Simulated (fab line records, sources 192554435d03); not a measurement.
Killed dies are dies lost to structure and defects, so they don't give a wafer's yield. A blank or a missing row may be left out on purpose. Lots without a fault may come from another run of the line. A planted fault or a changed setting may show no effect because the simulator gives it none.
Chamber matching | flow n5_finfet | N5_MIM_TOP_ETCH_STRIP_01 on rie_diel-03: 4 sister chambers
The step strips in O2. 14 wafers are shown with their chamber, then 7 later ones without.

WAFERS WITH THEIR CHAMBER
wafer  | chamber | showerhead_plenum_p_Torr (Torr) | drypump_motor_current_A (A) | oes_product_au (a.u.)
L327.1 | 1       | 2.14                            | 6.2                         | 0.74
L327.3 | 0       | 2.20                            | 5.7                         | 0.74
L327.5 | 3       | 2.00                            | 5.7                         | 0.73
L331.1 | 3       | 1.99                            | 5.7                         | 0.72
L331.4 | 1       | 2.14                            | 6.3                         | 0.73
L331.6 | 1       | 2.14                            | 6.2                         | 0.75
L332.1 | 3       | 1.99                            | 5.8                         | 0.68
L332.2 | 1       | 2.14                            | 6.2                         | 0.72
L332.3 | 0       | 2.19                            | 5.7                         | 0.72
L342.1 | 2       | 2.23                            | 5.9                         | 0.91
L342.2 | 1       | 2.13                            | 6.3                         | 0.72
L342.5 | 1       | 2.13                            | 6.2                         | 0.72
L348.1 | 2       | 2.23                            | 6.0                         | 0.88
L348.3 | 0       | 2.18                            | 5.7                         | 0.70

SIGNATURES (means of the wafers above)
reading                  | chamber 0 | chamber 1 | chamber 2 | chamber 3 | scatter within a chamber
showerhead_plenum_p_Torr | 2.1900    | 2.1367    | 2.2300    | 1.9933    | 0.00632
drypump_motor_current_A  | 5.700     | 6.233     | 5.950     | 5.733     | 0.05
oes_product_au           | 0.7200    | 0.7300    | 0.8950    | 0.7100    | 0.0186
Rule: a wafer's distance from a chamber is the root of the sum, over the readings, of the square of ((its reading less the chamber's mean) divided by the reading's scatter). The wafer belongs to the nearest chamber; if the next one is less than 2 further off, it can't be placed. The scatter: the root of (the sum of the squares of (reading less its chamber's mean) over the shown wafers, divided by (wafers less chambers)).

WAFERS WITHOUT THEIR CHAMBER
wafer  | showerhead_plenum_p_Torr (Torr) | drypump_motor_current_A (A) | oes_product_au (a.u.)
L348.6 | 2.18                            | 5.7                         | 0.69
L346.1 | 2.23                            | 6.0                         | 0.89
L346.2 | 2.18                            | 5.7                         | 0.70
L346.3 | 2.13                            | 6.3                         | 0.70
L350.1 | 2.13                            | 6.2                         | 0.72
L350.3 | 2.23                            | 6.0                         | 0.87
L350.6 | 2.25                            | 5.8                         | 0.95

WHICH CHAMBER EACH WENT THROUGH
wafer  | from the rows above | in truth
L348.6 | 0                   | 0
L346.1 | 2                   | 2
L346.2 | 0                   | 0
L346.3 | 1                   | 1
L350.1 | 1                   | 1
L350.3 | 2                   | 2
L350.6 | 2                   | 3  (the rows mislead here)
Placed correctly: 6 of 7. Can't be placed from these rows: 0. Placed wrongly: 1.
